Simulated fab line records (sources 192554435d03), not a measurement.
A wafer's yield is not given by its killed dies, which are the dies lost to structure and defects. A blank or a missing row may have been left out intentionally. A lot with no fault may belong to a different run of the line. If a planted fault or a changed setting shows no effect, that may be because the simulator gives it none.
One fault through the eyes of 2 desks ; flow n5Finfet ; each desk has only its own numbers; what lay behind them comes last

THE METROLOGY DESK
What the gauges read, lot by lot, whatever tool the lot ran on: means of the sampled wafers that have a number. The brackets show how far a lot's mean lies from the usual mean; more than 4 standard deviations puts the lot out of limits, marked OUT. It has 10 readings; the 7 that lie furthest out on some lot are the ones shown.
Columns: A = DIBL_N at N5_BEOL_M4_RC_MEAS_101, usual 36.2 mV/V; B = IOFF_P at N5_BEOL_M4_RC_MEAS_101, usual 0.22 nA/um; C = ION_N at N5_BEOL_M4_RC_MEAS_101, usual 672 uA/um; D = ION_P at N5_BEOL_M4_RC_MEAS_101, usual 463 uA/um; E = SS_N at N5_BEOL_M4_RC_MEAS_101, usual 71.4 mV/dec; F = SS_P at N5_BEOL_M4_RC_MEAS_101, usual 73.2 mV/dec; G = VT_P at N5_BEOL_M4_RC_MEAS_101, usual -250 mV
lot;first seen here;A;B;C;D;E;F;G
L510;day 8 07:29;35.1;0.22;670;470;70.9;72.9;-248
L512;day 8 13:38;36.9;0.23;681;470;71.7;73.5;-249
L517;day 10 04:14;36.2;0.30;676;462;71.0;73.9;-243
L520;day 10 22:03;36.0;0.30;678;456;71.8;73.7;-242
L523;day 12 14:43;34.7;0.17;664;453;70.9;72.7;-256
L530;day 13 06:59;35.6;0.20;665;458;71.4;73.1;-249
L529;day 13 17:14;38.8;0.22;660;460;71.6;73.0;-249
L531;day 14 11:01;34.7;0.19;670;465;70.5;72.3;-251
L532;day 15 03:51;36.6;0.22;678;468;72.0;73.1;-248
This desk found nothing out of limits on any of the 9 lots.

AT THE TOOL OWNER'S DESK: epiRpcvd-02
The tool's own readings at N5_PMOS_HMC_CHANNEL_EPI_EPI_20 (deposits SiGe30, target thk 59 nm): means of the sampled wafers that have a number, for each lot that ran on this tool. The brackets show how far a lot's mean lies from the usual mean; more than 4 standard deviations puts the lot out of limits, marked OUT.
Columns: A = chamberPressureTorr at N5_PMOS_HMC_CHANNEL_EPI_EPI_20, usual 19.99 Torr; B = susceptorTempC at N5_PMOS_HMC_CHANNEL_EPI_EPI_20, usual 600.00 C; C = susceptor_temp_C_max at N5_PMOS_HMC_CHANNEL_EPI_EPI_20, usual 601.3
lot;first seen here;A;B;C
L510;day 2 00:15;19.98;599.76;601.3
L517;day 3 19:03;20.00;593.64 (-27) OUT;595.2 (-16) OUT
L520;day 4 12:13;19.96;593.39 (-28) OUT;595.0 (-16) OUT
L532;day 7 12:10;19.99;599.86;601.5
This desk's finding: out of limits on L517, L520; first on L517, day 3 19:03 (susceptorTempC at N5_PMOS_HMC_CHANNEL_EPI_EPI_20). In limits: L510, L532.

BROUGHT TOGETHER
The tool owner's desk had the chance to raise an alarm at day 3 19:03 on L517, L520.
At the metrology desk, nothing out of limits was observed.
The metrology desk holds a record of L517, L520, inside its limits.
All the named lots went through N5_PMOS_HMC_CHANNEL_EPI_EPI_20 on epiRpcvd-02.

WHAT WAS PUT IN BY THE SIMULATOR
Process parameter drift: epiRpcvd-02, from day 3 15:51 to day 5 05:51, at N5_PMOS_HMC_CHANNEL_EPI_EPI_20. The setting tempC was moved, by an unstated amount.
Shown lots that were struck: L517, L520.
Time in hours from fault onset to the first out-of-limits reading at each desk: the tool owner's desk, 3.
